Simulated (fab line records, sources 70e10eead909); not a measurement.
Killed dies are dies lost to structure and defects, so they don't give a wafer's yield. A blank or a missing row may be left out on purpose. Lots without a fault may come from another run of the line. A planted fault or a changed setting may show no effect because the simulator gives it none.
Chamber matching | flow nand_harc | NHARC_A_CHANNEL_FILL_D1_ALD_25 on ald_hk-01: 4 sister chambers
The step deposits SiOx, target thk 60 nm, pulse time 10 s, ald cycles 600. 4 wafers are shown with their chamber, then 10 later ones without.

WAFERS WITH THEIR CHAMBER
wafer  | chamber | heater_power_w (W)
L081.1 | 0       | 515
L081.2 | 2       | 426
L083.1 | 3       | 398
L083.4 | 1       | 441

WAFERS WITHOUT THEIR CHAMBER
wafer  | heater_power_w (W)
L083.6 | 423
L092.4 | 439
L092.5 | 434
L092.6 | 411
L095.1 | 411
L095.2 | 393
L095.6 | 402
L097.1 | 436
L097.2 | 509
L097.5 | 430

WHICH CHAMBER EACH WENT THROUGH
wafer  | from the rows above     | in truth
L083.6 | 2                       | 2
L092.4 | can't be placed: 1 or 2 | 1
L092.5 | can't be placed: 1 or 2 | 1
L092.6 | can't be placed: 3 or 2 | 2
L095.1 | can't be placed: 3 or 2 | 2
L095.2 | 3                       | 3
L095.6 | 3                       | 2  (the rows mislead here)
L097.1 | can't be placed: 1 or 2 | 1
L097.2 | 0                       | 0
L097.5 | can't be placed: 2 or 1 | 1
Placed correctly: 3 of 10. Can't be placed from these rows: 6 (the true chamber is among the candidates in 6). Placed wrongly: 1.
How it was worked out, from the rows above alone: a wafer's distance from a chamber is the root of the sum, over the readings, of the square of ((its reading less the chamber's mean) divided by the reading's scatter). The wafer belongs to the nearest chamber; if the next one is less than 2 further off, it can't be placed. A chamber's mean is the mean of its shown wafers. The scatter: with one shown wafer a chamber, the root of the mean of the squares of how far each hidden wafer lies from its nearest shown one.
